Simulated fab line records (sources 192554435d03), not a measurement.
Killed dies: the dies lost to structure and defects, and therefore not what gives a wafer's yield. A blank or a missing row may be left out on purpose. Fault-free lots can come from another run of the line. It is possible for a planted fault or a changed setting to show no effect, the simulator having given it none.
Which tool is to blame? ; flow n5Finfet ; 10 lots, 27 wafers sampled, at 5 steps of a route of 1938

## WHAT THE GAUGES READ, wafer by wafer
N5_BEOL_M4_RC_MEAS_101. Usual: DIBL_N 37.2 mV/V, standard deviation 2.1; DIBL_P 37.3 mV/V, standard deviation 2.3; IOFF_N 0.18 nA/um, standard deviation 0.041; IOFF_P 0.24 nA/um, standard deviation 0.042; ION_N 680 uA/um, standard deviation 13; ION_P 466 uA/um, standard deviation 7.7; SS_N 71.8 mV/dec, standard deviation 0.68; SS_P 73.5 mV/dec, standard deviation 0.66; VT_N 249 mV, standard deviation 3.6; VT_P -248 mV, standard deviation 3.4.
lot;measured;on;DIBL_N (mV/V);DIBL_P (mV/V);IOFF_N (nA/um);IOFF_P (nA/um);ION_N (uA/um);ION_P (uA/um);SS_N (mV/dec);SS_P (mV/dec);VT_N (mV);VT_P (mV);flag
L582;day 8 08:06;prober-02;36.9 36.9 37.2;36.3 36.9 37.8;0.16 0.16 0.18;0.22 0.22 0.23;673 670 678;467 467 466;71.0 71.6 71.7;72.9 73.0 73.3;248 247 249;-250 -248 -248;
L585;day 9 01:14;prober-01;39.2 38.1 39.9;39.5 37.7 41.7;0.23 0.19 0.27;0.27 0.23 0.32;705 689 712;473 468 482;71.8 72.9 72.1;74.0 73.8 74.1;243 248 242;-247 -252 -243;
L590;day 9 19:36;prober-01;34.2 36.8 38.3;34.9 37.7 39.7;0.13 0.17 0.22;0.18 0.24 0.27;669 677 696;460 465 475;71.1 71.3 72.6;72.9 73.5 73.5;252 246 242;-253 -247 -247;
L601;day 13 20:22;prober-01;37.3 39.4;36.5 38.5;0.15 0.18;0.20 0.23;673 673;461 456;71.4 72.3;73.8 74.2;254 254;-255 -252;
L599;day 13 17:26;prober-01;39.4 39.5;40.3 40.7;0.22 0.21;0.30 0.31;684 675;479 470;73.5 72.4;74.3 74.2;247 250;-246 -244;
L603;day 14 21:18;prober-02;35.5 36.6 38.1;36.1 37.3 39.4;0.15 0.17 0.23;0.19 0.22 0.26;678 667 704;459 457 473;71.7 71.9 72.0;73.9 74.1 74.4;251 248 242;-252 -249 -248;
L600;day 14 04:46;prober-01;36.4 36.9 35.1;38.7 39.7 37.1;0.18 0.18 0.15;0.25 0.26 0.23;686 690 674;472 480 469;72.6 72.1 72.0;73.6 73.6 73.0;246 247 250;-246 -245 -249;
L604;day 14 20:22;prober-01;33.0 34.9;34.6 36.7;0.12 0.14;0.19 0.23;675 666;472 466;70.5 71.6;72.3 72.7;250 252;-252 -248;

## TOOL THAT RAN EACH LOT (tool first, then ch and the chambers of the sampled wafers, then the start)
lot;N5_HKMG_FIN_ALD_21;N5_HKMG_FIN_ALD_72;N5_HKMG_FIN_CMP_23;N5_GATE_CUT_ETCHBACK_00
L582;aldMetal-03 ch 0,1,3, day 4 05:47;cvdW-01 ch 0,1, day 4 06:09;cmp-02 ch 1,2, day 4 06:24;rieMetal-02 ch 0,1, day 4 07:04
L585;aldMetal-03 ch 2,3, day 5 01:35;cvdW-02 ch 0,1, day 5 01:56;cmp-02 ch 0,1,3, day 5 02:16;rieMetal-01 ch 0,1, day 5 02:51
L590;aldMetal-01 ch 0,3, day 6 08:51;cvdW-02 ch 1, day 6 09:13;cmp-02 ch 0,2,3, day 6 09:33;rieMetal-03 ch 0,1, day 6 10:13
L597;aldMetal-01 ch 0,1,2, day 8 16:31;cvdW-02 ch 0,1, day 8 16:53;cmp-02 ch 0,2,3, day 8 17:03;-
L598;aldMetal-03 ch 0,1,3, day 8 16:43;cvdW-01 ch 0,1, day 8 17:05;cmp-04 ch 0,2, day 8 17:20;-
L601;aldMetal-03 ch 0, day 9 19:32;cvdW-02 ch 1, day 9 19:54;cmp-04 ch 0,3, day 9 20:20;rieMetal-03 ch 0,1, day 9 20:55
L599;aldMetal-03 ch 0,1, day 10 00:06;cvdW-01 ch 0,1, day 10 00:28;cmp-04 ch 1,2, day 10 00:43;rieMetal-01 ch 0,1, day 10 01:23
L603;aldMetal-03 ch 1,2,3, day 10 04:14;cvdW-01 ch 0,1, day 10 04:36;cmp-01 ch 0,1,3, day 10 04:46;rieMetal-01 ch 0,1, day 10 05:31
L600;aldMetal-01 ch 0,3, day 10 04:32;cvdW-02 ch 0,1, day 10 04:56;cmp-02 ch 1,2,3, day 10 05:19;rieMetal-03 ch 0,1, day 10 05:52
L604;aldMetal-04 ch 2,3, day 10 06:45;cvdW-01 ch 0, day 10 07:07;cmp-02 ch 1,3, day 10 07:17;rieMetal-02 ch 1, day 10 08:02
- N5_HKMG_FIN_ALD_21: deposits TiN, target thk 1.5 nm, pulse time 1 s, purge time 3 s.
- N5_HKMG_FIN_ALD_72: deposits W, target thk 2 nm, pulse time 1 s, purge time 2 s.
- N5_HKMG_FIN_CMP_23: polishes, stops on SiNx, t overpolish 10 s, target thk 46.326 nm.
- N5_GATE_CUT_ETCHBACK_00: etches W in SF6/Cl2.

## AS READ BY THE TOOLS THEMSELVES (means over the sampled wafers that have a number; for cases with no such wafer, the mark the record gives instead)
N5_HKMG_FIN_ALD_21. Usual: heaterPowerOuterW 536 W, standard deviation 53; heaterPowerW 865 W, standard deviation 72; precursorPulseHeightRel 1.000, standard deviation 0.02.
lot;tool;heaterPowerOuterW (W);heaterPowerW (W);precursorPulseHeightRel;flag
L582;aldMetal-03;528;850;1.006;
L585;aldMetal-03;551;892;0.992;
L590;aldMetal-01;580;937;1.011;
L597;aldMetal-01;503;834;0.987;
L598;aldMetal-03;527;853;1.011;
L601;aldMetal-03;472;790;1.004;
L599;aldMetal-03;518;846;1.003;
L603;aldMetal-03;556;885;1.008;
L600;aldMetal-01;595;912;1.024;
L604;aldMetal-04;518;878;1.008;

N5_HKMG_FIN_ALD_72. Usual: heaterPowerOuterW 280 W, standard deviation 32; heaterPowerW 501 W, standard deviation 64; precursorPulseHeightRel 1.000, standard deviation 0.02.
lot;tool;heaterPowerOuterW (W);heaterPowerW (W);precursorPulseHeightRel;flag
L582;cvdW-01;233;415;0.993;
L585;cvdW-02;297;521;0.995;
L590;cvdW-02;308;584;1.009;
L597;cvdW-02;314;544;1.022;
L598;cvdW-01;234;417;0.991;
L601;cvdW-02;310;580;0.980;
L599;cvdW-01;238;432;1.008;
L603;cvdW-01;233;422;1.004;
L600;cvdW-02;308;546;0.989;
L604;cvdW-01;240;462;1.018;

N5_HKMG_FIN_CMP_23. Usual: edgeZonePressureFrac 1.000, standard deviation 0.0051; headPressurePsi 3.999 psi, standard deviation 0.0089; motorCurrentA 12.0 A, standard deviation 1.1; overpolishRunS 10.00 s, standard deviation 0.051; slurryFilterDpKPa 13.49 kPa, standard deviation 0.14; timeToEndpointS 12.0 s, standard deviation 2.2.
lot;tool;edgeZonePressureFrac;headPressurePsi (psi);motorCurrentA (A);overpolishRunS (s);slurryFilterDpKPa (kPa);timeToEndpointS (s);flag
L582;cmp-02;1.000;3.998;11.4;10.01;13.37;12.0;
L585;cmp-02;1.003;4.002;12.0;10.00;13.45;12.5;
L590;cmp-02;1.006;4.002;12.3;10.00;13.40;12.9;
L597;cmp-02;-;-;-;-;-;-;OFF
L598;cmp-04;-;-;-;-;-;-;OFF
L601;cmp-04;0.998;3.990;12.2;10.00;13.56;12.5;
L599;cmp-04;1.004;3.995;13.7;10.00;13.34;11.0;
L603;cmp-01;1.001;3.997;11.5;10.00;13.59;14.2;
L600;cmp-02;1.005;3.994;11.4;10.00;13.54;13.0;
L604;cmp-02;0.992;3.996;11.0;10.00;13.50;11.9;

N5_GATE_CUT_ETCHBACK_00. Usual: drypumpMotorCurrentA 5.4 A, standard deviation 0.35; oesProductAu 0.78 a.u., standard deviation 0.098; throttleValvePct 27.7 %, standard deviation 0.32.
lot;tool;drypumpMotorCurrentA (A);oesProductAu (a.u.);throttleValvePct (%);flag
L582;rieMetal-02;5.2;0.90;27.3;
L585;rieMetal-01;5.7;0.75;27.9;
L590;rieMetal-03;5.5;0.81;27.7;
L601;rieMetal-03;5.4;0.76;27.6;
L599;rieMetal-01;5.5;0.74;27.9;
L603;rieMetal-01;5.4;0.76;27.8;
L600;rieMetal-03;5.3;0.75;27.5;
L604;rieMetal-02;5.2;0.63;27.9;

## THE ANSWER, worked out from the rows above alone
Rule: take the mean of a lot's wafers that have a number; if it is more than 3 standard deviations from the usual mean, the lot is off. A lot without any number at a reading at which 4 lots or more have one is off too. Where the step has rows for the other lots, those lots are counted as sound. The gauges are gone through in route order, then the tools' own readings, and for those a lot's mean is taken as printed above. At the first step where some lot is off, the reading lying furthest off is the one used; lots without a number count as furthest.
Off: L597, L598 (N5_HKMG_FIN_CMP_23, edgeZonePressureFrac). Without a number there: L597, L598.
If a tool, at that step or one of the process steps before it, ran each lot that is off and ran no sound lot following the first of them, it fits. No candidate that was tried fits.

## WHAT THE SIMULATOR HAD INSERTED
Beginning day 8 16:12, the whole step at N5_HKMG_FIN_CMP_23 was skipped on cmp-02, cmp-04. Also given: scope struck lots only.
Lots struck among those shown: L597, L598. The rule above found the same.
